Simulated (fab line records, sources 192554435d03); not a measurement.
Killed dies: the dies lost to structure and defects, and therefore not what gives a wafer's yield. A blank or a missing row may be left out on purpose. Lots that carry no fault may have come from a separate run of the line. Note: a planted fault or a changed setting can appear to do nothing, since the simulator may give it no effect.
8D (eight disciplines) problem report, filled in by code || flow n5-finfet || the parts of the form that need people (team, actions taken, sign-off) are left out

== 1. WHAT IS WRONG ==
Mean of spin-speed-rpm at N5_MOL_CONTACT_COAG_COAT_103: 1557.4 rpm across 6 wafers in 2 lots; on wafers with no fault it is 1499.8 rpm (standard deviation 1.1). That is +52 standard deviations from the usual mean.
The step: time 60 s, resist thk 80 nm.
First seen on wafer L234.4, day 8 23:56, on litho-track-04. Wafers with a number at this step in the record: 12, from 4 lots. The rule behind "out" and "out of limits": a value lying over 4 standard deviations away from the usual mean. The other wafers with a number count as sound.

== 2. WHAT IT IS; WHAT IT IS NOT ==
{"question": "which readings at this step", "is": "spin-speed-rpm", "is not": "-"}
{"question": "which lots", "is": "L234, L235", "is not": "L229, L238"}
{"question": "which wafers of those lots", "is": "all that have a number", "is not": "-"}
{"question": "read on which tools", "is": "litho-track-04", "is not": "litho-track-05"}
{"question": "when", "is": "from day 8 23:56", "is not": "up to then (3 sound wafers); but 3 sound wafers of L238 came after"}

== 3. THE SUSPECTS, EACH WITH WHAT RULES IT OUT ==
Counting: any tool at a process step up to the reading is kept as a suspect provided that every lot that is out went through it and no sound lot did after the first of them.
- litho-track-04 at N5_MOL_CONTACT_COAG_COAT_103 (time 60 s, resist thk 80 nm): kept. It ran every lot that is out, first L234 (day 8 23:56), and no sound lot after that; its last sound lot up to then is L229 (day 7 23:07). Its own readings are out on those wafers: spin-speed-rpm.
Left after counting: litho-track-04 at N5_MOL_CONTACT_COAG_COAT_103.

== 4. THE CAUSE (what the simulator had put in) ==
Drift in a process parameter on litho-track-04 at N5_MOL_CONTACT_COAG_COAT_103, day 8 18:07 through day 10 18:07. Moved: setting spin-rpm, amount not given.
Counting left only this tool.

== 5. THE CHAIN OF EFFECTS, in route order ==
Rows list readings where the struck wafers' mean (over those with a number) sits beyond 3 standard deviations from the usual. Only readings whose record carries a usual standard deviation are examined. hours: median over the lots of the time between each lot's start at the first step of this table that gives one and its start at this step. sigmas: the change, counted in usual standard deviations.
{"hours": 0, "step": "N5_MOL_CONTACT_COAG_COAT_103", "reading": "spin-speed-rpm", "usual": "1499.8 rpm", "on struck wafers": 1557.4, "change": "+57.6", "sigmas": "+52"}
It contains these process steps:
- N5_MOL_CONTACT_COAG_COAT_103: time 60 s, resist thk 80 nm.
Later steps that measure or inspect, where all struck wafers having a row at the step show a number for every such reading and not one has moved that far: N5_BEOL_M4_RC_MEAS_101.

== 6. WHAT WOULD HAVE CAUGHT IT SOONER ==
6 hours passed between the start of the fault at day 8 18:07 and the first reading out of limits in this record, taken at day 8 23:56.
